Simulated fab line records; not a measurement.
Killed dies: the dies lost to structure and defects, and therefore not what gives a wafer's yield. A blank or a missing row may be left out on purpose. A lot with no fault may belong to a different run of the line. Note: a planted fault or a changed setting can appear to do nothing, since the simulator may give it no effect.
Chamber matching    flow nandHarc    4 sister chambers for NHARC_A_STAIRCASE_CMP_152 on cmp-04
The step polishes. 8 wafers are shown with their chamber, then 7 later ones without.

== WAFERS WITH THEIR CHAMBER ==
wafer   chamber  motorCurrentA (A)  slurryFilterDpKPa (kPa)
L076.2  1        13.2               13.50
L079.2  2        14.5               13.20
L082.4  0        11.5               13.32
L087.3  1        12.6               13.50
L087.5  0        11.9               13.51
L087.6  3        12.7               13.80
L089.1  3        13.1               13.34
L089.4  2        13.7               13.28

== WAFERS WITH NO CHAMBER GIVEN ==
wafer   motorCurrentA (A)  slurryFilterDpKPa (kPa)
L089.5  14.5               13.48
L092.1  14.5               13.39
L092.2  13.3               13.59
L092.5  14.7               13.46
L093.1  14.5               13.51
L093.5  12.4               13.39
L093.6  14.2               13.56

== EACH ONE'S CHAMBER ==
wafer   from the rows above           in truth
L089.5  2                             2
L092.1  2                             2
L092.2  can't be placed: 3 or 1 or 2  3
L092.5  2                             2
L093.1  2                             2
L093.5  can't be placed: 1 or 3 or 0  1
L093.6  can't be placed: 2 or 3 or 1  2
Correct placement for 4 of the 7. Can't be placed from these rows: 3 (the true chamber is among the candidates in 3). Number placed wrongly: 0.
How it was worked out, from the rows above alone: a wafer's distance from a chamber is the root of the sum, over the readings, of the square of ((its reading less the chamber's mean) divided by the reading's scatter). If the next closest chamber is less than 2 further off than the closest, the wafer can't be placed; otherwise it belongs to the closest. Each chamber's mean is taken over the wafers shown for it. The scatter: the root of (the sum of the squares of (reading less its chamber's mean) over the shown wafers, divided by (wafers less chambers)).
